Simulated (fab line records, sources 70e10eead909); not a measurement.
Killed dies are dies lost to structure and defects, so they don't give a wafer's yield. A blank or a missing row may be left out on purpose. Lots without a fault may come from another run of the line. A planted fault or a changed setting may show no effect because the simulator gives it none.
A struck lot beside a sound one | flow nand_harc | 13 steps out of a route of 1302
Sound: wafers L189.1, L189.2, L189.5. Struck: wafers L195.2, L195.3, L195.5. The cause comes at the end.
At each step with rows: each side's tool, then ch and its chambers, then its first start. Under that, the readings that differ: sound wafers | struck wafers | difference of the means | sigmas: that difference in standard deviations of wafers without a fault.
alike: readings whose means differ by less than 2 such deviations, and words and numbers that are the same on both sides. not compared: withheld readings, readings that some wafer has no value for, bounds like >300 that may hide the same value, and numbers for which the record gives no deviation and whose values overlap.
The two part at a step that has a row with sigmas, a row that says differs or no value, or rows on one side only. Numbers that don't overlap but have no deviation are shown without sigmas and don't part them. A reading that every wafer of one side lacks parts them only if that side has two wafers or more.

first, 4 steps without rows for these wafers: NHARC_A_STAIRCASE_EXPOSE_214 (exposes mask STAIR 3); NHARC_A_STAIRCASE_PEB_215 (peb time 130 s); NHARC_A_STAIRCASE_DEVELOP_216 (time 140 s); NHARC_A_STAIRCASE_HARDBAKE_218 (time 140 s).
NHARC_A_STAIRCASE_DESCUM_219: chemistry O2, time 3 s.
  sound on rie_diel-13 ch 1,2,3, day 17 03:23; struck on rie_diel-06 ch 1,2,3, day 19 08:17
  alike: drypump_motor_current_A, oes_product_au, rf_vpp_V, showerhead_plenum_p_Torr, throttle_valve_pct
  not compared: rf_hours_counter_h
then, 1 step without rows for these wafers: NHARC_A_STAIRCASE_TRIM_220 (chemistry O2, time 211.2 s).
NHARC_A_STAIRCASE_ETCH_221: etches the open film in C4F8/O2, target depth 100 nm, time 40.5 s.
  sound on rie_diel-13 ch 1,2,3; struck on rie_diel-06 ch 1,2,3
  alike: oes_product_au, rf_vpp_V
  not compared: rf_hours_counter_h
NHARC_A_STAIRCASE_TRIM_222: chemistry O2, time 211.2 s.
  sound on rie_diel-13 ch 0,2; struck on rie_diel-06 ch 1,2
  alike: drypump_motor_current_A, oes_product_au, rf_vpp_V, run_length_s, showerhead_plenum_p_Torr, throttle_valve_pct
  not compared: rf_hours_counter_h
NHARC_A_STAIRCASE_ETCH_223: etches the open film in C4F8/O2, target depth 100 nm, time 40.5 s.
  sound on rie_diel-13 ch 0,1,2; struck on rie_diel-06 ch 1,2,3
  alike: oes_product_au, rf_vpp_V
  not compared: rf_hours_counter_h
NHARC_A_STAIRCASE_TRIM_224: chemistry O2, time 211.2 s.
  sound on rie_diel-13 ch 0,1; struck on rie_diel-06 ch 0,2,3
  alike: drypump_motor_current_A, oes_product_au, rf_vpp_V, run_length_s, showerhead_plenum_p_Torr, throttle_valve_pct
  not compared: rf_hours_counter_h
then, 1 step without rows for these wafers: NHARC_A_STAIRCASE_ETCH_225 (etches the open film in C4F8/O2, target depth 100 nm, time 40.5 s).
NHARC_A_STAIRCASE_TRIM_226: chemistry O2, time 211.2 s.
  sound on rie_diel-13 ch 0,2, day 17 04:12; struck on rie_diel-06 ch 0,1,3, day 19 09:04
  reading          | sound             | struck            | difference | sigmas
  run_length_s (s) | 232.0 232.6 232.3 | 300.6 301.3 300.6 | +68.5      | +99 or more
  alike: drypump_motor_current_A, oes_product_au, rf_vpp_V, showerhead_plenum_p_Torr, throttle_valve_pct
  not compared: rf_hours_counter_h
then, 1 step without rows for these wafers: NHARC_A_STAIRCASE_ETCH_227 (etches the open film in C4F8/O2, target depth 100 nm, time 40.5 s).

WHERE THEY PART
Only at NHARC_A_STAIRCASE_TRIM_226, within this record.

WHY: what the simulator had put in
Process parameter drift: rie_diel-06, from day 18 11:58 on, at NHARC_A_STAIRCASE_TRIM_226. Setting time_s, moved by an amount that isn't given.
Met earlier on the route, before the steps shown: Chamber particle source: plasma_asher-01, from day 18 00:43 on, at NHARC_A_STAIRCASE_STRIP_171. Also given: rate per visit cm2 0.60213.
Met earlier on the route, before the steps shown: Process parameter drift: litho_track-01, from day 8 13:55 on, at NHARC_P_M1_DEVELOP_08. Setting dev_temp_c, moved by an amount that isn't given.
